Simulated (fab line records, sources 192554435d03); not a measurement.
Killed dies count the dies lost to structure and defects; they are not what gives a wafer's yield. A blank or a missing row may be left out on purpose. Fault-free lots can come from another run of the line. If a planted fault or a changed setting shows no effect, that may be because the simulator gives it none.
Which tool did it? | flow n5Finfet | 10 lots with 30 wafers sampled at 6 steps, on a route of 1938 steps

WHAT THE GAUGES SHOWED, per wafer
N5_SD_EPI_P_OVL_MEAS_10.
lot  | measured    | on         | SD_P_BLK_OVL (nm)
L793 | day 3 12:33 | overlay-02 | 0.9 0.3 0.2
L794 | day 3 19:44 | overlay-02 | -0.3 -1.2 -0.3
L795 | day 3 22:58 | overlay-02 | 0.1 1.2 0.2
L796 | day 4 05:34 | overlay-02 | 0.2 -0.6 0.7
L797 | day 4 11:52 | overlay-02 | 0.9 0.6 -0.1
L804 | day 6 11:47 | overlay-02 | -0.3 0.4 -0.5
L806 | day 6 17:53 | overlay-02 | 0.7 1.4 1.8
L807 | day 7 01:06 | overlay-02 | -0.6 -0.4 -0.6
L813 | day 8 11:06 | overlay-01 | 0.2 0.5 0.1
L815 | day 8 23:13 | overlay-02 | 1.0 -0.2 0.5

N5_SD_ACTIVATION_RS_MEAS_03: the measuring method here is four-point-probe.
lot  | measured    | on           | RS_SD_N (ohm/sq)  | RS_SD_P (ohm/sq)
L793 | day 3 16:52 | filmMetro-02 | 22.31 22.36 21.85 | 56.7 57.6 56.9
L794 | day 4 00:10 | filmMetro-02 | 21.93 22.14 21.97 | 56.2 56.5 55.7
L795 | day 4 04:02 | filmMetro-01 | 21.85 21.69 22.08 | 58.9 58.9 58.1
L796 | day 4 09:47 | filmMetro-02 | 22.19 22.07 22.21 | 56.6 56.7 56.7
L797 | day 4 16:06 | filmMetro-01 | 21.63 22.19 21.99 | 54.6 54.6 55.1
L804 | day 6 16:33 | filmMetro-01 | 21.67 21.60 21.56 | 57.0 58.2 56.9
L806 | day 6 22:14 | filmMetro-01 | 24.25 23.97 24.04 | 55.8 55.1 55.3
L807 | day 7 06:28 | filmMetro-02 | 24.46 23.84 24.15 | 57.6 57.0 57.7
L813 | day 8 16:11 | filmMetro-02 | 21.97 21.71 21.71 | 58.5 57.3 57.3
L815 | day 9 04:20 | filmMetro-02 | 22.14 22.13 22.23 | 57.5 57.1 57.3

N5_BEOL_M4_RC_MEAS_101.
lot  | measured     | on        | DIBL_N (mV/V)  | DIBL_P (mV/V)  | IOFF_N (nA/um) | IOFF_P (nA/um) | ION_N (uA/um) | ION_P (uA/um) | RC_DENSE_N (ohm.um) | RC_N (ohm.um)  | REXT_N (ohm.um) | RS_SD_N (ohm/sq) | SS_N (mV/dec)  | SS_P (mV/dec)  | VT_N (mV)   | VT_P (mV)
L793 | day 7 23:13  | prober-01 | 36.3 38.7 36.4 | 36.1 40.1 38.5 | 0.14 0.21 0.17 | 0.19 0.25 0.22 | 653 688 674   | 446 461 465   | 19.2 18.7 19.0      | 15.8 15.3 15.5 | 77.5 76.0 76.6  | 28.7 28.4 28.5   | 70.9 72.5 71.4 | 73.0 74.0 73.9 | 250 243 248 | -252 -247 -251
L794 | day 8 05:29  | prober-01 | 33.7 35.4 35.9 | 35.2 37.1 37.6 | 0.14 0.16 0.18 | 0.21 0.23 0.23 | 667 674 682   | 469 473 473   | 18.9 19.0 19.4      | 15.4 15.6 15.8 | 76.3 76.1 75.5  | 28.9 29.0 28.4   | 70.5 71.1 71.9 | 72.9 73.2 74.0 | 252 250 248 | -250 -248 -250
L795 | day 8 07:13  | prober-02 | 36.6 39.1 39.0 | 37.7 41.7 41.1 | 0.20 0.27 0.27 | 0.26 0.34 0.34 | 688 713 696   | 468 482 476   | 19.4 18.8 19.7      | 15.8 15.3 16.0 | 74.9 73.7 75.3  | 28.2 28.3 28.7   | 72.1 71.7 72.7 | 73.4 74.9 74.9 | 243 240 240 | -246 -244 -243
L796 | day 8 10:10  | prober-02 | 35.5 34.1 36.4 | 34.9 33.8 35.9 | 0.14 0.12 0.17 | 0.19 0.18 0.21 | 667 673 689   | 464 467 467   | 18.6 19.3 18.4      | 15.1 15.7 15.0 | 73.8 75.2 73.8  | 28.5 28.5 28.8   | 70.9 70.8 71.2 | 73.4 72.8 72.6 | 251 250 247 | -251 -254 -250
L797 | day 8 20:38  | prober-01 | 39.8 39.8 41.5 | 40.7 39.1 41.8 | 0.25 0.22 0.28 | 0.32 0.28 0.36 | 705 680 688   | 485 468 478   | 18.3 18.4 18.9      | 14.9 15.0 15.6 | 72.7 73.2 74.6  | 28.4 28.6 28.7   | 72.4 71.3 72.1 | 74.7 74.4 74.7 | 240 246 243 | -245 -248 -243
L804 | day 11 04:16 | prober-02 | 35.3 37.7 37.8 | 34.2 37.2 38.8 | 0.12 0.16 0.16 | 0.16 0.19 0.22 | 662 686 677   | 457 458 464   | 19.0 18.6 19.3      | 15.5 15.2 15.9 | 76.3 76.1 79.4  | 28.1 28.0 28.1   | 70.2 71.1 72.0 | 72.5 73.5 73.0 | 255 249 250 | -255 -253 -252
L806 | day 11 04:55 | prober-01 | 35.4 31.8 33.0 | 39.0 34.5 36.8 | 0.13 0.09 0.11 | 0.26 0.19 0.22 | 642 633 641   | 463 464 460   | 21.3 20.9 21.8      | 17.4 16.8 17.9 | 86.8 84.3 86.9  | 31.8 31.6 31.7   | 70.8 71.1 70.8 | 73.8 72.0 73.0 | 257 258 255 | -245 -250 -248
L807 | day 11 10:55 | prober-02 | 33.9 31.4 35.6 | 36.3 33.6 38.1 | 0.13 0.09 0.16 | 0.21 0.18 0.26 | 659 644 659   | 466 463 464   | 21.0 20.4 21.8      | 17.1 16.6 17.6 | 83.2 83.4 83.2  | 31.8 31.1 31.1   | 71.4 70.5 71.5 | 73.6 72.8 74.1 | 256 260 252 | -251 -253 -247
L813 | day 13 14:12 | prober-01 | 37.8 36.2 37.1 | 37.2 34.0 34.9 | 0.16 0.12 0.15 | 0.25 0.19 0.21 | 669 673 675   | 459 462 470   | 19.2 18.0 18.6      | 15.4 14.8 15.2 | 73.5 71.2 71.2  | 28.1 28.3 28.3   | 71.8 71.5 70.9 | 73.6 72.6 72.3 | 247 255 249 | -247 -251 -249
L815 | day 13 17:47 | prober-01 | 34.9 35.1 34.1 | 36.8 35.5 35.1 | 0.15 0.14 0.13 | 0.17 0.16 0.16 | 665 672 666   | 450 451 454   | 19.6 19.0 18.8      | 15.8 15.7 15.4 | 77.0 74.4 76.0  | 28.7 28.7 28.9   | 70.6 71.4 71.0 | 73.9 73.2 73.1 | 252 252 255 | -257 -259 -258

EACH LOT AND THE TOOL THAT RAN IT (in order: tool; ch and the chambers of the sampled wafers; start)
lot  | N5_SD_EPI_N_EPI_21            | N5_SD_ACTIVATION_LSA_01          | N5_ILD0_CMP_07
L793 | epiRpcvd-02 ch 0, day 3 10:13 | laserAnneal-02 ch 0, day 3 16:40 | cmp-03 ch 0,1,3, day 3 19:58
L794 | epiRpcvd-02 ch 0, day 3 16:46 | laserAnneal-01 ch 0, day 3 23:58 | cmp-04 ch 1,2,3, day 4 03:14
L795 | epiRpcvd-04 ch 0, day 3 20:23 | laserAnneal-02 ch 0, day 4 03:50 | cmp-04 ch 0,2, day 4 07:08
L796 | epiRpcvd-01 ch 0, day 4 02:52 | laserAnneal-01 ch 0, day 4 09:34 | cmp-01 ch 2,3, day 4 13:14
L797 | epiRpcvd-01 ch 0, day 4 09:02 | laserAnneal-02 ch 0, day 4 15:53 | cmp-04 ch 0,1,3, day 4 19:29
L804 | epiRpcvd-01 ch 0, day 6 08:05 | laserAnneal-01 ch 0, day 6 16:20 | cmp-01 ch 1,2,3, day 6 19:41
L806 | epiRpcvd-01 ch 0, day 6 13:51 | laserAnneal-01 ch 0, day 6 22:01 | cmp-01 ch 0,1,2, day 7 02:08
L807 | epiRpcvd-01 ch 0, day 6 19:55 | laserAnneal-02 ch 0, day 7 06:15 | cmp-01 ch 0,2,3, day 7 09:35
L813 | epiRpcvd-02 ch 0, day 8 07:51 | laserAnneal-02 ch 0, day 8 15:59 | cmp-01 ch 0,1,2, day 8 19:14
L815 | epiRpcvd-02 ch 0, day 8 19:53 | laserAnneal-02 ch 0, day 9 04:08 | cmp-04 ch 0,2, day 9 07:23
- N5_SD_EPI_N_EPI_21: deposits Si:P, time 690 s.
- N5_SD_ACTIVATION_LSA_01: time 0.0008 s.
- N5_ILD0_CMP_07: polishes SiO2 flowable, stops on poly-Si, t overpolish 1.18 s, target thk 138.88 nm.

AS READ BY THE TOOLS THEMSELVES (means over the sampled wafers that have a number; for cases with no such wafer, the mark the record gives instead)
N5_SD_ACTIVATION_LSA_01.
lot  | tool           | wafer_temp_C_max
L793 | laserAnneal-02 | 1085.6
L794 | laserAnneal-01 | 1086.3
L795 | laserAnneal-02 | 1086.6
L796 | laserAnneal-01 | 1084.6
L797 | laserAnneal-02 | 1085.3
L804 | laserAnneal-01 | 1085.4
L806 | laserAnneal-01 | 1084.8
L807 | laserAnneal-02 | 1085.1
L813 | laserAnneal-02 | 1085.3
L815 | laserAnneal-02 | 1085.2

N5_ILD0_CMP_07.
lot  | tool   | motorCurrentA (A)
L793 | cmp-03 | 12.2
L794 | cmp-04 | 11.8
L795 | cmp-04 | 11.8
L796 | cmp-01 | 12.9
L797 | cmp-04 | 12.4
L804 | cmp-01 | 11.9
L806 | cmp-01 | 11.3
L807 | cmp-01 | 11.6
L813 | cmp-01 | 11.6
L815 | cmp-04 | 11.5

THE ANSWER, worked out from the rows above alone
Rule: the usual values come from the lots themselves. The widest of any qualifying gaps counts: lots, ordered by their means at a reading, are off when they make up no more than a third of the lots, leave a main group of 4 or more, and stand apart from it by 3 or more times the standard deviation of that group's means. The tables above print the reading to a certain number of digits; a main group whose means all agree to those digits is not used. Also off: a lot with no number at a reading for which 4 or more lots have one. The other lots that the step has rows for count as sound. First the gauges in route order, then the tools' own readings, where a lot's mean is used as printed above. The first step at which some lot is off is used, and at that step the reading that is off furthest; a lot without a number counts as furthest.
Off: at N5_SD_ACTIVATION_RS_MEAS_03 (RS_SD_N), L806, L807. Mean 21.97 ohm/sq and standard deviation 0.19 in the main group.
A tool fits if, at a process step before that reading, it ran every lot that is off, and no sound lot after the first of them. The gauges at N5_SD_ACTIVATION_RS_MEAS_03 aren't tried: what is off there is off at N5_BEOL_M4_RC_MEAS_101 too, on other tools, and a gauge's error can't cause that. One fits: N5_SD_EPI_N_EPI_21 on epiRpcvd-01. A fault onset in the window from L804 (day 6 08:05, its last sound lot) to L806 (day 6 13:51, its first lot off) fits.

WHAT THE SIMULATOR HAD INSERTED
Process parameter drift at N5_SD_EPI_N_EPI_21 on epiRpcvd-01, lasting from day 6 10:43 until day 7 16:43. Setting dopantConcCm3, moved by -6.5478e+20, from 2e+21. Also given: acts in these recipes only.
Struck lots among those shown: L806, L807. The rule above reached the same finding.
